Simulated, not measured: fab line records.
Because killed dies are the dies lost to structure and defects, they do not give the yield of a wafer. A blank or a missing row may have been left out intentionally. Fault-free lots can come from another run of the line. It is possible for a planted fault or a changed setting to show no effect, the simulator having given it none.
Which tool did it?    flow n5Finfet    21 wafers from 7 lots sampled at 5 of the route's 1938 steps

## WHAT THE GAUGES READ, wafer by wafer
N5_BEOL_M15_CD_MEAS_17: target cd 360 nm.
lot   measured      on        cdNm (nm)
L149  day 14 04:35  cdSem-02  363.5 363.2 362.0
L147  day 15 02:22  cdSem-03  362.0 358.8 358.9
L154  day 15 16:32  cdSem-03  360.7 365.0 361.6
L159  day 16 10:41  cdSem-03  362.4 362.7 362.0
L160  day 17 05:35  cdSem-02  - - -
L166  day 17 08:34  cdSem-02  361.3 362.0 359.1
L168  day 19 09:14  cdSem-01  361.7 361.0 362.9

## EACH LOT AND THE TOOL THAT RAN IT (in order: tool; ch and the chambers of the sampled wafers; start)
lot   N5_BEOL_M14_ETCH_67                N5_BEOL_M15_ILD_DEP_00           N5_BEOL_M15_DESCUM_15              N5_BEOL_M15_VIA_ETCH_16
L149  rieDiel-02 ch 0,3, day 13 23:08    pecvd-03 ch 0,1,2, day 14 03:19  rieDiel-05 ch 1,2,3, day 14 04:05  rieDiel-05 ch 1,2,3, day 14 04:10
L147  rieDiel-02 ch 0,1, day 14 16:34    pecvd-04 ch 1,2, day 15 00:55    rieDiel-05 ch 1,2,3, day 15 01:52  rieDiel-05 ch 1,2,3, day 15 01:56
L154  rieDiel-06 ch 2,3, day 15 11:55    pecvd-03 ch 1,2, day 15 15:16    rieDiel-04 ch 1,3, day 15 16:02    rieDiel-04 ch 1,3, day 15 16:07
L159  rieDiel-02 ch 1,2, day 16 05:43    pecvd-03 ch 0,2, day 16 08:38    rieDiel-01 ch 0,1, day 16 10:10    rieDiel-01 ch 0,1, day 16 10:16
L160  rieDiel-03 ch 1,2, day 16 23:04    pecvd-03 ch 0,1,2, day 17 04:27  rieDiel-01 ch 2,3, day 17 05:05    rieDiel-01 ch 2,3, day 17 05:11
L166  rieDiel-02 ch 1,3, day 17 03:35    pecvd-03 ch 0,2, day 17 07:25    rieDiel-05 ch 0,1,2, day 17 08:04  rieDiel-05 ch 0,1,2, day 17 08:09
L168  rieDiel-02 ch 1,2,3, day 19 02:43  pecvd-04 ch 0,2, day 19 08:06    rieDiel-05 ch 1,2,3, day 19 08:44  rieDiel-05 ch 1,2,3, day 19 08:50
- N5_BEOL_M14_ETCH_67: etches SiARC in CF4, target depth 143 nm, time 238.3 s.
- N5_BEOL_M15_ILD_DEP_00: deposits SiO2 from TEOS/O2, target thk 1629.3 nm, time 346.1 s.
- N5_BEOL_M15_DESCUM_15: chemistry O2, time 7.9 s.
- N5_BEOL_M15_VIA_ETCH_16: etches SiO2 in C4F8/O2/Ar, target depth 1792.2 nm.

## THE ANSWER, worked out from the rows above alone
Rule: the lots themselves supply what counts as usual. The widest of any qualifying gaps counts: lots, ordered by their means at a reading, are off when they make up no more than a third of the lots, leave a main group of 4 or more, and stand apart from it by 3 or more times the standard deviation of that group's means. Not used: any main group whose means are identical at the precision the tables above print for the reading. A lot without any number at a reading at which 4 lots or more have one is off too. Any other lot the step has rows for is counted as sound.
Off at N5_BEOL_M15_CD_MEAS_17 (cdNm): L160. Without a number there: L160. The main group: mean 361.7 nm, standard deviation 1.
If a tool, at a process step before that reading, ran all the lots that are off and no sound lot after the first of them, it fits. The gauges at N5_BEOL_M15_CD_MEAS_17 are tried like those tools. This does not decide it: 2 tools fit, namely rieDiel-03 at N5_BEOL_M14_ETCH_67 and rieDiel-01 at N5_BEOL_M15_DESCUM_15 and N5_BEOL_M15_VIA_ETCH_16.

## WHAT THE SIMULATOR HAD PUT IN
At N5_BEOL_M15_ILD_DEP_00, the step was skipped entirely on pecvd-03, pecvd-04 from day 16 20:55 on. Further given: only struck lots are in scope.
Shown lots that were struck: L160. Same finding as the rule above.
